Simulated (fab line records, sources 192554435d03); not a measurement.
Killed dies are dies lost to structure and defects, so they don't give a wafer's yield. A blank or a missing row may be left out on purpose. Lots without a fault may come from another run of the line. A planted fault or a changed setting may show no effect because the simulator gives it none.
Split-lot experiment | flow n5_finfet | 7 lots, 21 wafers read, on a route of 1938 steps

THE SPLIT
At N5_DUMMY_GATE_COAT_28 (time 60 s, resist thk 10 nm), the setting spin_rpm was moved away from the recipe's 1500 rpm on 4 of the 21 wafers read, by -7.1% to +10.5%. The other wafers ran this setting at the recipe's value.

The reading is taken at the split's own step.

THE READING
underlayer_of_DUMMY_GATE_COAT_28.thk_nm (the simulator's own value, which no gauge read), in nm, at N5_DUMMY_GATE_COAT_28 (time 60 s, resist thk 10 nm). The file gives no usual value for it. The 17 wafers here that ran the recipe average 10.0 nm, standard deviation 0.064 nm.

wafer  | tool, chamber at the split | spin_rpm as run, rpm | against the recipe | underlayer_of_DUMMY_GATE_COAT_28.thk_nm, nm | against lot-mates on the recipe
L075.2 | litho_track-05, 0          | 1500                 | recipe             | 10.2                                        | -
L075.6 | litho_track-05, 0          | 1500                 | recipe             | 10.2                                        | -
L075.3 | litho_track-05, 0          | 1406                 | -6.3%              | 10.4                                        | +0.2
L077.1 | litho_track-05, 0          | 1500                 | recipe             | 10                                          | -
L077.2 | litho_track-05, 0          | 1500                 | recipe             | 10                                          | -
L077.5 | litho_track-05, 0          | 1500                 | recipe             | 10                                          | -
L078.4 | litho_track-02, 0          | 1500                 | recipe             | 10                                          | -
L078.5 | litho_track-02, 0          | 1500                 | recipe             | 10                                          | -
L078.6 | litho_track-02, 0          | 1500                 | recipe             | 10                                          | -
L081.1 | litho_track-05, 0          | 1500                 | recipe             | 10                                          | -
L081.5 | litho_track-05, 0          | 1500                 | recipe             | 10                                          | -
L081.3 | litho_track-05, 0          | 1393                 | -7.1%              | 10.4                                        | +0.4
L082.1 | litho_track-05, 0          | 1423                 | -5.1%              | 10.4                                        | +0.4
L082.2 | litho_track-05, 0          | 1500                 | recipe             | 10                                          | -
L082.5 | litho_track-05, 0          | 1500                 | recipe             | 10                                          | -
L090.2 | litho_track-01, 0          | 1500                 | recipe             | 10                                          | -
L090.4 | litho_track-01, 0          | 1500                 | recipe             | 10                                          | -
L090.6 | litho_track-01, 0          | 1500                 | recipe             | 10                                          | -
L093.4 | litho_track-02, 0          | 1658                 | +10.5%             | 9.6                                         | -0.4
L093.5 | litho_track-02, 0          | 1500                 | recipe             | 10                                          | -
L093.6 | litho_track-02, 0          | 1500                 | recipe             | 10                                          | -

THE FIT
A straight line over all 21 wafers: underlayer_of_DUMMY_GATE_COAT_28.thk_nm changes by -0.0498 nm for each +1% of spin_rpm; r = -0.92; the points scatter about the line by 0.071 nm.
The same after taking each lot's own level away (the mean of its wafers on the recipe; 21 wafers): -0.0452 nm for each +1%; r = -0.95; scatter 0.048 nm.
On that fit, the largest move of spin_rpm shifts the reading by 0.48 nm.
The lots' own levels span 10.00 to 10.20 nm, that is 3.1 times the standard deviation above.
So the lot-to-lot level changes the slope: the two fits differ.
Check: with one of the wafers moved furthest among these (+10.5%) left out of the fit, the line predicts -0.554 nm for it against its lot-mates. It came out at -0.4 nm against them.

OTHER SPLITS ON THESE WAFERS
These wafers also went through other splits before the reading. Each is held against what the fit with the lots' levels taken away leaves over:
other split on the same wafers | wafers away from the commonest value | r with underlayer_of_DUMMY_GATE_COAT_28.thk_nm (lot level and that fit taken away)
N5_ZERO_LAYER_ETCH_18 bias_w   | 2                                    | +0.08
N5_FIN_SAQP_ALD_61 temp_c      | 10                                   | +0.33
N5_FIN_SAQP_PECVD_06 time_s    | 9                                    | +0.04
N5_FIN_SAQP_FIN_ETCH_36 icp_w  | 8                                    | -0.22
N5_FIN_CUT_COAT_19 spin_rpm    | 6                                    | -0.22

THE FILE'S OWN FIT
underlayer_of_DUMMY_GATE_COAT_28.thk_nm changes by -0.0456 nm for each +1% of spin_rpm, r = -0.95.
